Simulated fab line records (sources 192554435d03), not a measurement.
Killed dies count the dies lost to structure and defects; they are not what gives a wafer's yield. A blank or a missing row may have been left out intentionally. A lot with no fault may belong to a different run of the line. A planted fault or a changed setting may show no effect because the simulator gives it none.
The tool behind it: which one? || flow n5 finfet || Sampling: 12 lots, 36 wafers, 4 of 1938 route steps

WHAT THE GAUGES READ, wafer by wafer
N5_STI_FIN_REVEAL_CD_MEAS_22: target cd 6.238 nm, pitch 28 nm.
{"lot": "L075", "measured": "day 2 21:13", "on": "cd sem-03", "cd nm (nm)": "6.4 6.6 6.2"}
{"lot": "L077", "measured": "day 3 08:02", "on": "cd sem-03", "cd nm (nm)": "7.1 6.1 6.3"}
{"lot": "L079", "measured": "day 3 19:28", "on": "cd sem-02", "cd nm (nm)": "6.4 6.0 6.1"}
{"lot": "L081", "measured": "day 4 08:17", "on": "cd sem-02", "cd nm (nm)": "5.8 6.7 6.0"}
{"lot": "L083", "measured": "day 4 18:26", "on": "cd sem-03", "cd nm (nm)": "6.2 5.9 5.7"}
{"lot": "L085", "measured": "day 5 08:08", "on": "cd sem-01", "cd nm (nm)": "5.8 5.9 6.4"}
{"lot": "L087", "measured": "day 5 22:20", "on": "cd sem-03", "cd nm (nm)": "5.9 6.5 6.1"}
{"lot": "L089", "measured": "day 6 06:29", "on": "cd sem-01", "cd nm (nm)": "6.2 6.4 6.0"}
{"lot": "L091", "measured": "day 6 19:41", "on": "cd sem-02", "cd nm (nm)": "5.9 5.9 6.2"}
{"lot": "L093", "measured": "day 7 06:10", "on": "cd sem-03", "cd nm (nm)": "6.1 5.9 5.5"}
{"lot": "L095", "measured": "day 7 19:08", "on": "cd sem-03", "cd nm (nm)": "5.5 6.0 6.0"}
{"lot": "L097", "measured": "day 8 07:05", "on": "cd sem-02", "cd nm (nm)": "6.0 5.7 5.9"}

TOOL THAT RAN EACH LOT (tool first, then ch and the chambers of the sampled wafers, then the start)
{"lot": "L075", "N5_FIN_CUT_PRECLEAN_35": "vapor etch-01 ch 1, day 2 10:22", "N5_FIN_CUT_CUT_ETCH_28": "rie si-03 ch 0,1,3, day 2 10:30", "N5_FIN_CUT_STRIP_22": "rie diel-03 ch 1,2,3, day 2 10:34"}
{"lot": "L077", "N5_FIN_CUT_PRECLEAN_35": "vapor etch-02 ch 0,1, day 2 22:55", "N5_FIN_CUT_CUT_ETCH_28": "rie si-03 ch 2,3, day 2 23:02", "N5_FIN_CUT_STRIP_22": "rie diel-01 ch 0,1,2, day 2 23:09"}
{"lot": "L079", "N5_FIN_CUT_PRECLEAN_35": "vapor etch-01 ch 0,1, day 3 09:35", "N5_FIN_CUT_CUT_ETCH_28": "rie si-06 ch 0,1,3, day 3 09:44", "N5_FIN_CUT_STRIP_22": "rie diel-03 ch 1,2,3, day 3 09:47"}
{"lot": "L081", "N5_FIN_CUT_PRECLEAN_35": "vapor etch-02 ch 1, day 3 21:15", "N5_FIN_CUT_CUT_ETCH_28": "rie si-05 ch 0,2,3, day 3 21:26", "N5_FIN_CUT_STRIP_22": "rie diel-03 ch 0,1,3, day 3 21:31"}
{"lot": "L083", "N5_FIN_CUT_PRECLEAN_35": "vapor etch-01 ch 0,1, day 4 09:29", "N5_FIN_CUT_CUT_ETCH_28": "rie si-03 ch 0,1,2, day 4 09:38", "N5_FIN_CUT_STRIP_22": "rie diel-03 ch 0,1,3, day 4 09:41"}
{"lot": "L085", "N5_FIN_CUT_PRECLEAN_35": "vapor etch-02 ch 0,1, day 4 21:46", "N5_FIN_CUT_CUT_ETCH_28": "rie si-05 ch 2,3, day 4 21:54", "N5_FIN_CUT_STRIP_22": "rie diel-02 ch 0,2,3, day 4 21:58"}
{"lot": "L087", "N5_FIN_CUT_PRECLEAN_35": "vapor etch-02 ch 0,1, day 5 13:23", "N5_FIN_CUT_CUT_ETCH_28": "rie si-05 ch 0,1,3, day 5 13:30", "N5_FIN_CUT_STRIP_22": "rie diel-03 ch 0,1,2, day 5 13:34"}
{"lot": "L089", "N5_FIN_CUT_PRECLEAN_35": "vapor etch-01 ch 0,1, day 5 21:28", "N5_FIN_CUT_CUT_ETCH_28": "rie si-03 ch 0,1,2, day 5 21:37", "N5_FIN_CUT_STRIP_22": "rie diel-03 ch 0,1, day 5 21:44"}
{"lot": "L091", "N5_FIN_CUT_PRECLEAN_35": "vapor etch-02 ch 0,1, day 6 10:26", "N5_FIN_CUT_CUT_ETCH_28": "rie si-03 ch 0,3, day 6 10:34", "N5_FIN_CUT_STRIP_22": "rie diel-01 ch 0,2, day 6 10:38"}
{"lot": "L093", "N5_FIN_CUT_PRECLEAN_35": "vapor etch-01 ch 0,1, day 6 20:55", "N5_FIN_CUT_CUT_ETCH_28": "rie si-05 ch 0,1,3, day 6 21:02", "N5_FIN_CUT_STRIP_22": "rie diel-01 ch 2,3, day 6 21:21"}
{"lot": "L095", "N5_FIN_CUT_PRECLEAN_35": "vapor etch-01 ch 0,1, day 7 09:57", "N5_FIN_CUT_CUT_ETCH_28": "rie si-03 ch 1,3, day 7 10:05", "N5_FIN_CUT_STRIP_22": "rie diel-01 ch 1,2, day 7 10:09"}
{"lot": "L097", "N5_FIN_CUT_PRECLEAN_35": "vapor etch-02 ch 1, day 7 21:51", "N5_FIN_CUT_CUT_ETCH_28": "rie si-05 ch 1,2,3, day 7 21:59", "N5_FIN_CUT_STRIP_22": "rie diel-01 ch 1,2, day 7 22:03"}
- N5_FIN_CUT_PRECLEAN_35: cleans in vHF, time 13.3 s.
- N5_FIN_CUT_CUT_ETCH_28: etches Si in HBr/Cl2/O2, target depth 6 nm, time 2.4 s.
- N5_FIN_CUT_STRIP_22: strips in N2/H2.

THE ANSWER, worked out from the rows above alone
Rule: the lots themselves supply what counts as usual. The widest of any qualifying gaps counts: lots, ordered by their means at a reading, are off when they make up no more than a third of the lots, leave a main group of 4 or more, and stand apart from it by 3 or more times the standard deviation of that group's means. Not used: any main group whose means are identical at the precision the tables above print for the reading. A lot without any number at a reading at which 4 lots or more have one is off too. All remaining lots with rows at the step are treated as sound.
None of the lots is off at any reading shown; this tells nothing.

WHAT THE SIMULATOR PUT IN
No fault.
